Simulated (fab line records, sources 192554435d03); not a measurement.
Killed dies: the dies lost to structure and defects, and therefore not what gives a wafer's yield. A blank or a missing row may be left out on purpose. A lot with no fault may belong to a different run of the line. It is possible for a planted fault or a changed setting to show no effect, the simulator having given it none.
Matching of chambers || flow n5-finfet || N5_BEOL_M0_SAQP_SPACER2_ETCHBACK_27 on rie-diel-03: 4 sister chambers
The step etches SiO2 in CHF3/O2, target depth 22.5 nm, time 11.25 s. 20 wafers are shown with their chamber, then 10 later ones without.

## WAFERS WITH THEIR CHAMBER
{"wafer": "L074.3", "chamber": 3, "showerhead-plenum-p-Torr (Torr)": 2.57, "throttle-valve-pct (%)": 18.74, "drypump-motor-current-A (A)": 5.2}
{"wafer": "L074.4", "chamber": 2, "showerhead-plenum-p-Torr (Torr)": 2.53, "throttle-valve-pct (%)": 18.58, "drypump-motor-current-A (A)": 6.3}
{"wafer": "L074.6", "chamber": 0, "showerhead-plenum-p-Torr (Torr)": 2.41, "throttle-valve-pct (%)": 18.43, "drypump-motor-current-A (A)": 6.2}
{"wafer": "L075.1", "chamber": 0, "showerhead-plenum-p-Torr (Torr)": 2.41, "throttle-valve-pct (%)": 18.43, "drypump-motor-current-A (A)": 6.1}
{"wafer": "L075.3", "chamber": 2, "showerhead-plenum-p-Torr (Torr)": 2.53, "throttle-valve-pct (%)": 18.59, "drypump-motor-current-A (A)": 6.2}
{"wafer": "L075.6", "chamber": 2, "showerhead-plenum-p-Torr (Torr)": 2.53, "throttle-valve-pct (%)": 18.59, "drypump-motor-current-A (A)": 6.3}
{"wafer": "L076.1", "chamber": 1, "showerhead-plenum-p-Torr (Torr)": 2.46, "throttle-valve-pct (%)": 19.29, "drypump-motor-current-A (A)": 5.8}
{"wafer": "L076.4", "chamber": 0, "showerhead-plenum-p-Torr (Torr)": 2.41, "throttle-valve-pct (%)": 18.44, "drypump-motor-current-A (A)": 6.2}
{"wafer": "L076.6", "chamber": 3, "showerhead-plenum-p-Torr (Torr)": 2.57, "throttle-valve-pct (%)": 18.75, "drypump-motor-current-A (A)": 5.2}
{"wafer": "L079.2", "chamber": 1, "showerhead-plenum-p-Torr (Torr)": 2.46, "throttle-valve-pct (%)": 19.30, "drypump-motor-current-A (A)": 5.8}
{"wafer": "L079.3", "chamber": 2, "showerhead-plenum-p-Torr (Torr)": 2.52, "throttle-valve-pct (%)": 18.60, "drypump-motor-current-A (A)": 6.2}
{"wafer": "L079.4", "chamber": 0, "showerhead-plenum-p-Torr (Torr)": 2.41, "throttle-valve-pct (%)": 18.44, "drypump-motor-current-A (A)": 6.1}
{"wafer": "L084.2", "chamber": 0, "showerhead-plenum-p-Torr (Torr)": 2.41, "throttle-valve-pct (%)": 18.45, "drypump-motor-current-A (A)": 6.1}
{"wafer": "L084.4", "chamber": 1, "showerhead-plenum-p-Torr (Torr)": 2.46, "throttle-valve-pct (%)": 19.30, "drypump-motor-current-A (A)": 5.8}
{"wafer": "L084.5", "chamber": 3, "showerhead-plenum-p-Torr (Torr)": 2.57, "throttle-valve-pct (%)": 18.78, "drypump-motor-current-A (A)": 5.2}
{"wafer": "L089.2", "chamber": 3, "showerhead-plenum-p-Torr (Torr)": 2.57, "throttle-valve-pct (%)": 18.78, "drypump-motor-current-A (A)": 5.2}
{"wafer": "L089.4", "chamber": 0, "showerhead-plenum-p-Torr (Torr)": 2.40, "throttle-valve-pct (%)": 18.48, "drypump-motor-current-A (A)": 6.2}
{"wafer": "L089.6", "chamber": 1, "showerhead-plenum-p-Torr (Torr)": 2.46, "throttle-valve-pct (%)": 19.33, "drypump-motor-current-A (A)": 5.8}
{"wafer": "L090.2", "chamber": 3, "showerhead-plenum-p-Torr (Torr)": 2.57, "throttle-valve-pct (%)": 18.79, "drypump-motor-current-A (A)": 5.2}
{"wafer": "L090.4", "chamber": 2, "showerhead-plenum-p-Torr (Torr)": 2.52, "throttle-valve-pct (%)": 18.60, "drypump-motor-current-A (A)": 6.2}

SIGNATURES (averages over the wafers above)
{"reading": "showerhead-plenum-p-Torr", "chamber 0": 2.4083, "chamber 1": 2.4600, "chamber 2": 2.5260, "chamber 3": 2.5700, "scatter within a chamber": 0.00356}
{"reading": "throttle-valve-pct", "chamber 0": 18.4450, "chamber 1": 19.3050, "chamber 2": 18.5920, "chamber 3": 18.7680, "scatter within a chamber": 0.0173}
{"reading": "drypump-motor-current-A", "chamber 0": 6.150, "chamber 1": 5.800, "chamber 2": 6.240, "chamber 3": 5.200, "scatter within a chamber": 0.0411}
Rule: for each reading, subtract the chamber's mean from the wafer's reading, divide by that reading's scatter and square the result; add these up over the readings and take the root, which gives the wafer's distance from the chamber. The wafer belongs to the nearest chamber; if the next one is less than 2 further off, it can't be placed. The scatter: the root of (the sum of the squares of (reading less its chamber's mean) over the shown wafers, divided by (wafers less chambers)).

## WAFERS WITHOUT THEIR CHAMBER
{"wafer": "L090.5", "showerhead-plenum-p-Torr (Torr)": 2.46, "throttle-valve-pct (%)": 19.32, "drypump-motor-current-A (A)": 5.7}
{"wafer": "L092.1", "showerhead-plenum-p-Torr (Torr)": 2.52, "throttle-valve-pct (%)": 18.61, "drypump-motor-current-A (A)": 6.2}
{"wafer": "L092.4", "showerhead-plenum-p-Torr (Torr)": 2.56, "throttle-valve-pct (%)": 18.81, "drypump-motor-current-A (A)": 5.2}
{"wafer": "L092.6", "showerhead-plenum-p-Torr (Torr)": 2.56, "throttle-valve-pct (%)": 18.79, "drypump-motor-current-A (A)": 5.2}
{"wafer": "L093.1", "showerhead-plenum-p-Torr (Torr)": 2.52, "throttle-valve-pct (%)": 18.61, "drypump-motor-current-A (A)": 6.2}
{"wafer": "L093.5", "showerhead-plenum-p-Torr (Torr)": 2.56, "throttle-valve-pct (%)": 18.80, "drypump-motor-current-A (A)": 5.2}
{"wafer": "L093.6", "showerhead-plenum-p-Torr (Torr)": 2.52, "throttle-valve-pct (%)": 18.61, "drypump-motor-current-A (A)": 6.2}
{"wafer": "L094.2", "showerhead-plenum-p-Torr (Torr)": 2.56, "throttle-valve-pct (%)": 18.80, "drypump-motor-current-A (A)": 5.2}
{"wafer": "L094.3", "showerhead-plenum-p-Torr (Torr)": 2.52, "throttle-valve-pct (%)": 18.62, "drypump-motor-current-A (A)": 6.3}
{"wafer": "L094.4", "showerhead-plenum-p-Torr (Torr)": 2.40, "throttle-valve-pct (%)": 18.48, "drypump-motor-current-A (A)": 6.1}

## WHICH CHAMBER EACH WENT THROUGH
{"wafer": "L090.5", "from the rows above": 1, "in truth": 1}
{"wafer": "L092.1", "from the rows above": 2, "in truth": 2}
{"wafer": "L092.4", "from the rows above": 3, "in truth": 3}
{"wafer": "L092.6", "from the rows above": 3, "in truth": 3}
{"wafer": "L093.1", "from the rows above": 2, "in truth": 2}
{"wafer": "L093.5", "from the rows above": 3, "in truth": 3}
{"wafer": "L093.6", "from the rows above": 2, "in truth": 2}
{"wafer": "L094.2", "from the rows above": 3, "in truth": 3}
{"wafer": "L094.3", "from the rows above": 2, "in truth": 2}
{"wafer": "L094.4", "from the rows above": 0, "in truth": 0}
Correct placement for 10 of the 10. Not placeable from these rows: 0. 0 placed wrongly.
